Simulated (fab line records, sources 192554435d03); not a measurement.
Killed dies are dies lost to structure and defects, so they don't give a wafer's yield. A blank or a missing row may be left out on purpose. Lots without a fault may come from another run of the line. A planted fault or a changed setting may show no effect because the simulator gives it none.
Split-lot experiment | flow n5_finfet | 7 lots, 39 wafers read, on a route of 1938 steps

THE SPLIT
At N5_HKMG_FIN_ETCH_58 (etches SOC in N2/H2, target depth 215.8 nm, time 741 s), the setting target_depth_a was moved away from the recipe's 2158 angstrom on 12 of the 39 wafers read, by -11.2% to +3.8%. The other wafers ran this setting at the recipe's value.

The reading is taken at the split's own step.

THE READING
etch.depth_nm (the simulator's own value, which no gauge read), in nm, at N5_HKMG_FIN_ETCH_58 (etches SOC in N2/H2, target depth 215.8 nm, time 741 s). The file gives no usual value for it. The 27 wafers here that ran the recipe average 217.2 nm, standard deviation 3.9 nm.

wafer  | tool, chamber at the split | target_depth_a as run, angstrom | against the recipe | etch.depth_nm, nm | against lot-mates on the recipe
L075.1 | rie_diel-01, 0             | 2241                            | +3.8%              | 229.6             | +8.8
L075.2 | rie_diel-01, 3             | 2158                            | recipe             | 216.2             | -
L075.3 | rie_diel-01, 1             | 2158                            | recipe             | 225.9             | -
L075.4 | rie_diel-01, 2             | 2158                            | recipe             | 220.2             | -
L075.5 | rie_diel-01, 2             | 2241                            | +3.8%              | 226.1             | +5.3
L075.6 | rie_diel-01, 3             | 2241                            | +3.8%              | 224.3             | +3.5
L078.1 | rie_diel-05, 3             | 2158                            | recipe             | 216.6             | -
L078.4 | rie_diel-05, 2             | 2158                            | recipe             | 221               | -
L078.6 | rie_diel-05, 3             | 2158                            | recipe             | 214.6             | -
L079.1 | rie_diel-01, 1             | 2158                            | recipe             | 224.3             | -
L079.2 | rie_diel-01, 3             | 2158                            | recipe             | 215.8             | -
L079.3 | rie_diel-01, 3             | 2158                            | recipe             | 212.6             | -
L079.4 | rie_diel-01, 1             | 2158                            | recipe             | 223.2             | -
L079.5 | rie_diel-01, 1             | 2158                            | recipe             | 223               | -
L079.6 | rie_diel-01, 3             | 2158                            | recipe             | 214.6             | -
L084.1 | rie_diel-05, 0             | 2158                            | recipe             | 216.8             | -
L084.2 | rie_diel-05, 3             | 1917                            | -11.2%             | 195               | -22.8
L084.3 | rie_diel-05, 1             | 2158                            | recipe             | 216.7             | -
L084.4 | rie_diel-05, 2             | 1917                            | -11.2%             | 197.7             | -20.1
L084.5 | rie_diel-05, 3             | 1917                            | -11.2%             | 193.3             | -24.5
L084.6 | rie_diel-05, 0             | 2158                            | recipe             | 220               | -
L086.1 | rie_diel-05, 2             | 1917                            | -11.2%             | 196.4             | -18.8
L086.2 | rie_diel-05, 3             | 2158                            | recipe             | 215.6             | -
L086.3 | rie_diel-05, 0             | 2158                            | recipe             | 214.9             | -
L086.4 | rie_diel-05, 1             | 2158                            | recipe             | 215.2             | -
L086.5 | rie_diel-05, 0             | 1917                            | -11.2%             | 191.3             | -23.9
L086.6 | rie_diel-05, 1             | 1917                            | -11.2%             | 191.6             | -23.6
L089.1 | rie_diel-06, 3             | 2158                            | recipe             | 214.5             | -
L089.2 | rie_diel-06, 2             | 2055                            | -4.8%              | 206.4             | -7.1
L089.3 | rie_diel-06, 1             | 2055                            | -4.8%              | 198.9             | -14.6
L089.4 | rie_diel-06, 2             | 2055                            | -4.8%              | 205.1             | -8.4
L089.5 | rie_diel-06, 1             | 2158                            | recipe             | 210.3             | -
L089.6 | rie_diel-06, 3             | 2158                            | recipe             | 215.6             | -
L094.1 | rie_diel-06, 0             | 2158                            | recipe             | 215.7             | -
L094.2 | rie_diel-06, 3             | 2158                            | recipe             | 218.6             | -
L094.3 | rie_diel-06, 1             | 2158                            | recipe             | 209.9             | -
L094.4 | rie_diel-06, 2             | 2158                            | recipe             | 216.6             | -
L094.5 | rie_diel-06, 3             | 2158                            | recipe             | 220.2             | -
L094.6 | rie_diel-06, 0             | 2158                            | recipe             | 215.9             | -

THE FIT
A straight line over all 39 wafers: etch.depth_nm changes by +2.14 nm for each +1% of target_depth_a; r = +0.93; the points scatter about the line by 3.8 nm.
The same after taking each lot's own level away (the mean of its wafers on the recipe; 39 wafers): +1.96 nm for each +1%; r = +0.94; scatter 3.2 nm.
On that fit, the largest move of target_depth_a shifts the reading by 22 nm.
The lots' own levels span 213.47 to 220.77 nm, that is 1.9 times the standard deviation above.
So the lot-to-lot level changes the slope little: the two slopes agree.
Check: with one of the wafers moved furthest among these (-11.2%) left out of the fit, the line predicts -22 nm for it against its lot-mates. It came out at -22.8 nm against them.

OTHER SPLITS ON THESE WAFERS
These wafers also went through other splits before the reading. Each is held against what the fit with the lots' levels taken away leaves over:
other split on the same wafers  | wafers away from the commonest value | r with etch.depth_nm (lot level and that fit taken away)
N5_WELL_APT_EXPOSE_05 dose_mj   | 9                                    | +0.13
N5_DUMMY_GATE_EXPOSE_12 dose_mj | 9                                    | -0.25
N5_DUMMY_GATE_ETCH_42 bias_w    | 12                                   | +0.05

THE WHOLE CHAIN: every reading that the file lists as answering this split, in the file's order
step                | what it does                                           | reading                                                                         | change (the file's fit)              | r (the file's)
N5_HKMG_FIN_ETCH_58 | etches SOC in N2/H2, target depth 215.8 nm, time 741 s | HKMG_FIN.feature_depth_nm (the simulator's own value, which no gauge read)      | +1.98 nm for each +1% of the setting | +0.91
N5_HKMG_FIN_ETCH_58 | etches SOC in N2/H2, target depth 215.8 nm, time 741 s | SOC_of_HKMG_FIN_COAT_41.thk_nm (the simulator's own value, which no gauge read) | -1.97 nm for each +1% of the setting | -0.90
N5_HKMG_FIN_ETCH_58 | etches SOC in N2/H2, target depth 215.8 nm, time 741 s | etch.depth_nm (the simulator's own value, which no gauge read)                  | +1.98 nm for each +1% of the setting | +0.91

THE FILE'S OWN FIT
etch.depth_nm changes by +1.98 nm for each +1% of target_depth_a, r = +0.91.
